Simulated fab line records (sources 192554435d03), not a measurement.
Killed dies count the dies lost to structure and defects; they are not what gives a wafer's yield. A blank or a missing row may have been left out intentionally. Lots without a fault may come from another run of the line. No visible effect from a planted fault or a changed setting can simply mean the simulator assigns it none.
Comparing a struck lot with a sound one | flow n5-finfet | 16 steps out of a route of 1938
Sound: wafers L197.3, L197.5, L197.6. Struck: wafer L214.3. (L214.2, L214.4 of the same lot were not struck and are left out.) The cause comes at the end.
Order at every step that has rows: each side's tool, ch and its chambers, its first start. Under that, the readings that differ: sound wafers | struck wafers | difference of the means | sigmas: that difference in standard deviations of wafers without a fault.
alike: words and numbers the same on both sides, and readings whose means are apart by under 2 such deviations; not compared: readings that were withheld, readings missing a value for some wafer, numbers with overlapping values and no deviation given by the record, and bounds like >300 which may hide the same value.
A row with sigmas, a row that says differs or no value, or rows on one side alone: a step with any of these is where the two part. Numbers that have no deviation but don't overlap get no sigmas and don't part them. A reading that every wafer of one side lacks parts them only if that side has two wafers or more.

first, 2 steps without rows for these wafers: N5_FIN_SAQP_ETCH_65 (etches SiO2 in CF4, target depth 4 nm, time 4.4 s); N5_FIN_SAQP_MANDREL_ETCH_58 (etches a-Si in HBr/Cl2, stops on SiNx, target depth 45 nm, bt time 10 s, time 27 s).
N5_FIN_SAQP_RECESS_63: chemistry HF/NH3, target SiO2, target depth 18 nm, afs cycles 3, sublimation time 60 s.
  sound on vapor-etch-02 ch 0,1, day 3 00:11; struck on vapor-etch-02 ch 0, day 7 06:55
  alike: drypump-motor-current-A
then, 2 steps without rows for these wafers: N5_FIN_SAQP_COAT_68 (time 60 s, resist thk 100 nm); N5_FIN_SAQP_ETCH_69 (etches SOC in N2/H2, stops on SiNx, target depth 150 nm).
N5_FIN_SAQP_ETCH_67: etches SiNx in CH3F/O2, target depth 30 nm.
  sound on rie-diel-01 ch 0,3, day 3 00:35; struck on rie-diel-01 ch 1, day 7 07:26
  alike: drypump-motor-current-A, oes-product-au, rf-vpp-V, showerhead-plenum-p-Torr, throttle-valve-pct
  not compared: rf-hours-counter-h
N5_FIN_SAQP_STRIP_70: strips in N2/H2.
  sound on rie-diel-01 ch 0,3, day 3 00:37; struck on rie-diel-01 ch 1, day 7 07:28
  alike: drypump-motor-current-A, oes-product-au, rf-vpp-V, showerhead-plenum-p-Torr, throttle-valve-pct
  not compared: rf-hours-counter-h
N5_FIN_SAQP_RECESS_71: chemistry HF/NH3, target SiO2, target depth 3 nm, afs cycles 1, sublimation time 60 s.
  sound on vapor-etch-02 ch 0,1, day 3 00:43; struck on vapor-etch-02 ch 0, day 7 07:32
  alike: drypump-motor-current-A
then, 2 steps without rows for these wafers: N5_FIN_SAQP_SPACER2_ALD_28 (deposits SiO2, target thk 8.1 nm, pulse time 1 s, purge time 2 s); N5_FIN_SAQP_SPACER2_ETCHBACK_29 (etches SiO2 in CHF3/O2, target depth 12.2 nm, time 6.1 s).
N5_FIN_SAQP_MANDREL2_REMOVE_60: chemistry HBr/Cl2/O2, target a-Si, stops on SiNx, bt time 10 s.
  sound on rie-si-03 ch 0,2,3, day 3 01:14; struck on rie-si-05 ch 3, day 7 08:59
  alike: drypump-motor-current-A, oes-product-au, throttle-valve-pct
  not compared: rf-hours-counter-h
N5_FIN_SAQP_CD_MEAS_31 targets a cd of 8 nm.
  sound on cd-sem-02 ch 0, day 3 01:21; struck on cd-sem-03 ch 0, day 7 09:06
  alike: cd-nm
N5_FIN_SAQP_HM_OPEN_33: chemistry CH3F/O2, target SiNx, target depth 49.4 nm, time 70.6 s.
  sound on rie-diel-01 ch 1,2, day 3 01:24; struck on rie-diel-05 ch 0, day 7 09:09
  reading               | sound          | struck | difference | sigmas
  etch-rf-on-time-s (s) | 66.1 69.1 67.0 | 55.1   | -12.3      | -6
  rf-vpp-V (V)          | 307 291 309    | 287    | -15        | -2
  alike: drypump-motor-current-A, oes-product-au, showerhead-plenum-p-Torr, throttle-valve-pct
  not compared: rf-hours-counter-h
then, 1 step without rows for these wafers: N5_FIN_SAQP_ETCH_34 (etches SiO2 in C4F6/O2, target depth 45 nm, time 15 s).
-- the record jumps here: 6 days lie between the struck wafers' starts before and after (it left off in module FIN_SAQP and takes up again in module BEOL_M4, whose first step shown is number 1111 of the route) --
N5_BEOL_M4_RC_MEAS_101:
  sound on prober-01 ch 0, day 9 02:13; struck on prober-01 ch 0, day 13 20:37
  reading       | sound       | struck | difference | sigmas
  ION_N (uA/um) | 671 681 674 | 645    | -30        | -2
  ION_P (uA/um) | 471 471 462 | 443    | -25        | -3
  alike: DIBL_N, DIBL_P, IOFF_N, IOFF_P, SS_N, SS_P, VT_N, VT_P
-- a jump in the record: the struck wafers' starts before and after are 4 days apart (it breaks off in module BEOL_M4 and resumes in module PASSIVATION, where the first step shown is number 1936 of the route) --
N5_PASSIVATION_PROBE_49:
  sound on prober-01, day 14 01:05; struck on prober-02, day 18 07:55
  reading      | sound    | struck | difference | sigmas
  killed-short | 27 25 23 | 43     | +18        | +3
  alike: defect-limited-yield, killed_at_M0_to_M3, killed_at_M4_up, killed-at-contacts, killed-at-front-end, killed-at-other, killed-dies, killed-open, sort_bin_4_leakage, sort_bin_5_function, sort_bin_6_memory, sort_bin_8_speed, sort-n-pass, sort-yield-pct

== WHERE THEY PART ==
First at N5_FIN_SAQP_HM_OPEN_33; last, within this record, at N5_PASSIVATION_PROBE_49.

WHY: whatever the simulator had introduced
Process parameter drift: rie-diel-05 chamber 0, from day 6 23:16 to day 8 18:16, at N5_FIN_SAQP_HM_OPEN_33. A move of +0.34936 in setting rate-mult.
